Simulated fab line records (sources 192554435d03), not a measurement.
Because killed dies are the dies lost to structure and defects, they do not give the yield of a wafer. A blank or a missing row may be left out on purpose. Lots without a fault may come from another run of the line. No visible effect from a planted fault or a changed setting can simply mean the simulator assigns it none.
Which of the tools did it? | flow n5Finfet | 11 lots with 32 wafers sampled at 5 steps, on a route of 1938 steps

== WHAT THE GAUGES READ, wafer by wafer ==
Not one reading of a measure or inspect step in the record can be checked against a usual standard deviation.

== EACH LOT AND THE TOOL THAT RAN IT (in order: tool; ch and the chambers of the sampled wafers; start) ==
lot  | N5_BEOL_M15_SPUTTER_43      | N5_BEOL_M15_CMP_49            | N5_BEOL_M15_DEP_53              | N5_PASSIVATION_PECVD_00         | N5_MIM_BOT_SPUTTER_00
L823 | pvdSputter-03, day 11 18:27 | cmp-01 ch 1,2,3, day 11 19:24 | pecvd-02 ch 1,2, day 11 19:41   | pecvd-04 ch 0,1,2, day 11 20:46 | pvdSputter-03, day 11 21:14
L824 | pvdSputter-02, day 11 22:21 | cmp-04 ch 1,3, day 11 23:13   | pecvd-02 ch 0,1,2, day 11 23:32 | pecvd-04 ch 0,2, day 12 00:37   | pvdSputter-03, day 12 01:09
L825 | pvdSputter-03, day 12 09:34 | cmp-01 ch 1,2,3, day 12 11:38 | pecvd-01 ch 1,2, day 12 11:55   | pecvd-02 ch 1,2, day 12 13:00   | pvdSputter-01, day 12 15:04
L826 | pvdSputter-02, day 12 10:04 | cmp-02 ch 0,2, day 12 12:41   | pecvd-01 ch 0,1, day 12 13:03   | pecvd-02 ch 1,2, day 12 14:08   | pvdSputter-03, day 12 15:25
L828 | pvdSputter-01, day 12 15:56 | cmp-04 ch 0,2, day 12 16:47   | pecvd-03 ch 0,1, day 12 17:06   | pecvd-04 ch 0,2, day 12 18:11   | pvdSputter-02, day 12 18:31
L834 | pvdSputter-01, day 14 06:57 | cmp-01 ch 1,3, day 14 07:50   | pecvd-02 ch 0,1, day 14 08:08   | pecvd-04 ch 1,2, day 14 09:13   | pvdSputter-02, day 14 10:52
L839 | pvdSputter-02, day 15 03:05 | cmp-04 ch 1,2,3, day 15 03:56 | pecvd-01 ch 1,2, day 15 04:15   | pecvd-01 ch 1,2, day 15 05:20   | pvdSputter-02, day 15 06:03
L840 | pvdSputter-03, day 16 21:10 | cmp-04 ch 0,1, day 16 22:19   | pecvd-01 ch 0,1,2, day 16 22:41 | pecvd-04 ch 0,1,2, day 16 23:47 | pvdSputter-03, day 17 01:14
L845 | pvdSputter-03, day 17 09:22 | cmp-04 ch 0,2,3, day 17 10:17 | pecvd-02 ch 0,1,2, day 17 10:36 | pecvd-02 ch 0,2, day 17 11:41   | pvdSputter-02, day 17 12:18
L843 | pvdSputter-03, day 17 12:28 | cmp-01 ch 0,1, day 17 13:17   | pecvd-03 ch 0,2, day 17 13:40   | pecvd-01 ch 0,1,2, day 17 14:46 | pvdSputter-03, day 17 16:53
L844 | pvdSputter-01, day 18 10:15 | cmp-01 ch 0,3, day 18 11:06   | pecvd-01 ch 1,2, day 18 11:25   | pecvd-04 ch 0,2, day 18 12:30   | pvdSputter-03, day 18 13:46
- N5_BEOL_M15_SPUTTER_43: material TaN, target thk 15 nm, time 24.19 s.
- N5_BEOL_M15_CMP_49: polishes, stops on SiO2, t overpolish 4.9 s, target thk 850 nm.
- N5_BEOL_M15_DEP_53: deposits SiCN from 3MS/NH3, target thk 50 nm, time 17.8 s.
- N5_PASSIVATION_PECVD_00: deposits SiO2 from SiH4/N2O, target thk 200 nm, time 11.2 s.
- N5_MIM_BOT_SPUTTER_00: material TiN, target thk 35 nm, time 89.7 s.

== WHAT THE TOOLS THEMSELVES READ (means of the sampled wafers that have a number; where no wafer has one, the mark that the record gives instead) ==
N5_BEOL_M15_SPUTTER_43.
lot  | tool          | throttleValvePct (%)
L823 | pvdSputter-03 | 30.7
L824 | pvdSputter-02 | 31.2
L825 | pvdSputter-03 | 31.4
L826 | pvdSputter-02 | 30.9
L828 | pvdSputter-01 | 28.7
L834 | pvdSputter-01 | 29.1
L839 | pvdSputter-02 | 31.0
L840 | pvdSputter-03 | 30.8
L845 | pvdSputter-03 | 30.9
L843 | pvdSputter-03 | 29.9
L844 | pvdSputter-01 | 29.8

N5_BEOL_M15_CMP_49.
lot  | tool   | barrierFieldEndpointS (s) | edgeZonePressureFrac | motorCurrentA (A)
L823 | cmp-01 | 11.61                     | 1.005                | 8.4
L824 | cmp-04 | 11.56                     | 1.006                | 7.9
L825 | cmp-01 | 11.40                     | 1.000                | 8.6
L826 | cmp-02 | 11.04                     | 1.005                | 8.3
L828 | cmp-04 | 11.39                     | 0.996                | 7.5
L834 | cmp-01 | 13.71                     | 1.000                | 8.5
L839 | cmp-04 | 11.08                     | 1.004                | 7.6
L840 | cmp-04 | 11.63                     | 0.996                | 7.3
L845 | cmp-04 | 10.93                     | 1.001                | 7.7
L843 | cmp-01 | 11.55                     | 1.000                | 8.2
L844 | cmp-01 | 11.20                     | 1.000                | 8.5

N5_BEOL_M15_DEP_53.
lot  | tool     | showerheadPlenumPTorr (Torr) | throttleValvePct (%)
L823 | pecvd-02 | 4.161                        | 18.2
L824 | pecvd-02 | 4.167                        | 18.8
L825 | pecvd-01 | 4.184                        | 18.8
L826 | pecvd-01 | 4.179                        | 18.1
L828 | pecvd-03 | 4.165                        | 18.9
L834 | pecvd-02 | 4.168                        | 19.4
L839 | pecvd-01 | 4.179                        | 18.9
L840 | pecvd-01 | 4.164                        | 18.4
L845 | pecvd-02 | 4.164                        | 18.8
L843 | pecvd-03 | 4.144                        | 17.7
L844 | pecvd-01 | 4.157                        | 18.4

N5_PASSIVATION_PECVD_00.
lot  | tool     | heaterPowerW (W) | showerheadPlenumPTorr (Torr) | throttleValvePct (%)
L823 | pecvd-04 | 541              | 8.13                         | 48
L824 | pecvd-04 | 579              | 8.20                         | 49
L825 | pecvd-02 | 629              | 8.13                         | 55
L826 | pecvd-02 | 575              | 8.14                         | 52
L828 | pecvd-04 | 583              | 8.23                         | 48
L834 | pecvd-04 | 626              | 8.13                         | 49
L839 | pecvd-01 | 840              | 8.27                         | 54
L840 | pecvd-04 | 570              | 8.16                         | 49
L845 | pecvd-02 | 662              | 8.26                         | 53
L843 | pecvd-01 | 756              | 8.21                         | 52
L844 | pecvd-04 | 540              | 8.21                         | 49

N5_MIM_BOT_SPUTTER_00.
lot  | tool          | throttleValvePct (%)
L823 | pvdSputter-03 | 30.7
L824 | pvdSputter-03 | 29.9
L825 | pvdSputter-01 | 28.9
L826 | pvdSputter-03 | 30.6
L828 | pvdSputter-02 | 31.1
L834 | pvdSputter-02 | 31.2
L839 | pvdSputter-02 | 30.6
L840 | pvdSputter-03 | 30.7
L845 | pvdSputter-02 | 31.2
L843 | pvdSputter-03 | 30.7
L844 | pvdSputter-03 | 29.8

== THE ANSWER, worked out from the rows above alone ==
Rule: the usual values come from the lots themselves. The widest of any qualifying gaps counts: lots, ordered by their means at a reading, are off when they make up no more than a third of the lots, leave a main group of 4 or more, and stand apart from it by 3 or more times the standard deviation of that group's means. The tables above print the reading to a certain number of digits; a main group whose means all agree to those digits is not used. Also off: a lot with no number at a reading for which 4 or more lots have one. The other lots that the step has rows for count as sound. First the gauges in route order, then the tools' own readings, where a lot's mean is used as printed above. At the first step where some lot is off, the reading lying furthest off is the one used; lots without a number count as furthest.
Off, at N5_BEOL_M15_CMP_49 on barrierFieldEndpointS: L834. For the main group the mean is 11.34 s and the standard deviation 0.25.
If a tool, at that step or one of the process steps before it, ran each lot that is off and ran no sound lot following the first of them, it fits. No candidate that was tried fits.

== WHAT THE SIMULATOR PUT IN ==
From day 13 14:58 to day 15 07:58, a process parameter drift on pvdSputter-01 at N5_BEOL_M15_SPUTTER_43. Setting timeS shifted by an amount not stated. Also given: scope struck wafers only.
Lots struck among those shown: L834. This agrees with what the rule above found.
